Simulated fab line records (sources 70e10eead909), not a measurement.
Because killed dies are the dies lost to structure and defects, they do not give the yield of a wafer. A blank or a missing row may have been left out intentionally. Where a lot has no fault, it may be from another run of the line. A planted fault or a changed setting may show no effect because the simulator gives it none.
Chamber matching + flow nand_harc + pecvd-04 running NHARC_P_M1_DEP_00: 3 sister chambers
The step deposits SiOC, target thk 182.5 nm. 6 wafers are shown with their chamber, then 8 later ones without.

== WAFERS PAIRED WITH THEIR CHAMBERS ==
| wafer  | chamber | showerhead_vpp_V (V) |
|--------|---------|----------------------|
| L332.6 | 1       | 1617                 |
| L335.6 | 0       | 1423                 |
| L341.1 | 1       | 1598                 |
| L341.2 | 0       | 1415                 |
| L341.5 | 2       | 1466                 |
| L345.4 | 2       | 1476                 |

== WAFERS WITHOUT THEIR CHAMBER ==
| wafer  | showerhead_vpp_V (V) |
|--------|----------------------|
| L345.5 | 1624                 |
| L345.6 | 1432                 |
| L349.2 | 1499                 |
| L349.5 | 1571                 |
| L349.6 | 1416                 |
| L351.2 | 1452                 |
| L351.3 | 1618                 |
| L351.4 | 1428                 |

== CHAMBER TAKEN BY EACH ==
| wafer  | from the rows above     | in truth |
|--------|-------------------------|----------|
| L345.5 | 1                       | 1        |
| L345.6 | 0                       | 0        |
| L349.2 | 2                       | 2        |
| L349.5 | 1                       | 1        |
| L349.6 | 0                       | 0        |
| L351.2 | can't be placed: 2 or 0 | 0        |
| L351.3 | 1                       | 1        |
| L351.4 | 0                       | 0        |
Placed correctly: 7 of 8. Not placeable from these rows: 1 (in 1, the candidates include the true chamber). 0 placed wrongly.
How it was worked out, from the rows above alone: a wafer's distance from a chamber is the root of the sum, over the readings, of the square of ((its reading less the chamber's mean) divided by the reading's scatter). The wafer belongs to the nearest chamber; if the next one is less than 2 further off, it can't be placed. Each chamber's mean is taken over the wafers shown for it. The scatter: the root of (the sum of the squares of (reading less its chamber's mean) over the shown wafers, divided by (wafers less chambers)).
